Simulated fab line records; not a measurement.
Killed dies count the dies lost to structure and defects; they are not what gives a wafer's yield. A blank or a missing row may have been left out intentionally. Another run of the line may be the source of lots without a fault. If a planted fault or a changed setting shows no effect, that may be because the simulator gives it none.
Lot-split experiment ; flow n5-finfet ; 7 lots, 39 wafers read, on a route of 1938 steps

## ABOUT THE SPLIT
At N5_PASSIVATION_PECVD_35 (deposits SiNx from SiH4/NH3/N2, target thk 700 nm, time 151.3 s), the setting time-s was moved away from the recipe's 151.3 s on 15 of the 39 wafers read, by -34.7% to +45.4%. For the rest of the wafers, this setting stayed at what the recipe calls for.

The split's own step is where the reading is taken.

## THE READING
SiNx_of_PASSIVATION_PECVD_35.thk-nm (the simulator's own value, which no gauge read), in nm, at N5_PASSIVATION_PECVD_35 (deposits SiNx from SiH4/NH3/N2, target thk 700 nm, time 151.3 s). There is no usual value for it anywhere in the file. Across the 24 wafers here that went through the recipe, the average is 699.2 nm and the standard deviation 9.7 nm.

wafer;tool, chamber at the split;time-s as run, s;against the recipe;SiNx_of_PASSIVATION_PECVD_35.thk-nm, nm;against lot-mates on the recipe
L080.1;pecvd-04, 0;151.3;recipe;700.6;-
L080.3;pecvd-04, 1;151.3;recipe;706.8;-
L080.4;pecvd-04, 0;151.3;recipe;718.4;-
L087.1;pecvd-02, 2;151.3;recipe;705.4;-
L087.2;pecvd-02, 1;212.8;+40.6%;994.2;+288.1
L087.3;pecvd-02, 0;212.8;+40.6%;971.6;+265.5
L087.4;pecvd-02, 0;151.3;recipe;699;-
L087.5;pecvd-02, 1;212.8;+40.6%;1002;+295.9
L087.6;pecvd-02, 2;151.3;recipe;713.8;-
L086.1;pecvd-02, 0;151.3;recipe;686.2;-
L086.2;pecvd-02, 2;220;+45.4%;996.8;+300.1
L086.3;pecvd-02, 1;151.3;recipe;705.2;-
L086.4;pecvd-02, 0;220;+45.4%;1018;+321.3
L086.5;pecvd-02, 1;220;+45.4%;1028;+331.3
L086.6;pecvd-02, 2;151.3;recipe;698.8;-
L088.1;pecvd-04, 2;151.3;recipe;688;-
L088.2;pecvd-04, 1;151.3;recipe;694.4;-
L088.3;pecvd-04, 0;151.3;recipe;699.2;-
L088.4;pecvd-04, 1;151.3;recipe;702.2;-
L088.5;pecvd-04, 0;151.3;recipe;706.6;-
L088.6;pecvd-04, 2;151.3;recipe;700;-
L093.1;pecvd-02, 2;98.85;-34.7%;452.4;-253.4
L093.2;pecvd-02, 1;98.85;-34.7%;452.6;-253.2
L093.3;pecvd-02, 0;98.85;-34.7%;452.2;-253.6
L093.4;pecvd-02, 2;151.3;recipe;703.4;-
L093.5;pecvd-02, 1;151.3;recipe;713.6;-
L093.6;pecvd-02, 0;151.3;recipe;700.4;-
L094.1;pecvd-04, 1;125.3;-17.2%;578.6;-116.7
L094.2;pecvd-04, 2;151.3;recipe;685.8;-
L094.3;pecvd-04, 0;125.3;-17.2%;568.8;-126.5
L094.4;pecvd-04, 1;151.3;recipe;701.2;-
L094.5;pecvd-04, 0;125.3;-17.2%;575.2;-120.1
L094.6;pecvd-04, 2;151.3;recipe;699;-
L095.1;pecvd-04, 1;151.3;recipe;687.4;-
L095.2;pecvd-04, 0;151.3;recipe;677;-
L095.3;pecvd-04, 2;175.3;+15.9%;790.6;+106.1
L095.4;pecvd-04, 0;151.3;recipe;689;-
L095.5;pecvd-04, 1;175.3;+15.9%;805.2;+120.7
L095.6;pecvd-04, 2;175.3;+15.9%;801.8;+117.3

THE FIT
A straight line over all 39 wafers: SiNx_of_PASSIVATION_PECVD_35.thk-nm changes by +7.04 nm for each +1% of time-s; r = +1.00; the points scatter about the line by 10 nm.
The same after taking each lot's own level away (the mean of its wafers on the recipe; 39 wafers): +7.08 nm for each +1%; r = +1.00; scatter 8.1 nm.
That fit puts the effect of the largest move of time-s on the reading at 3.2e+02 nm.
Measured against the standard deviation above, the lots' own levels, which go from 684.47 to 708.60 nm, span 2.5 times it.
The two slopes agree, so the slope changes little with the lot-to-lot level.
Check: with one of the wafers moved furthest among these (+45.4%) left out of the fit, the line predicts +324 nm for it against its lot-mates. It came out at +300 nm against them.

## THE FILE'S OWN FIT
SiNx_of_PASSIVATION_PECVD_35.thk-nm changes by +7.07 nm for each +1% of time-s, r = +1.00.
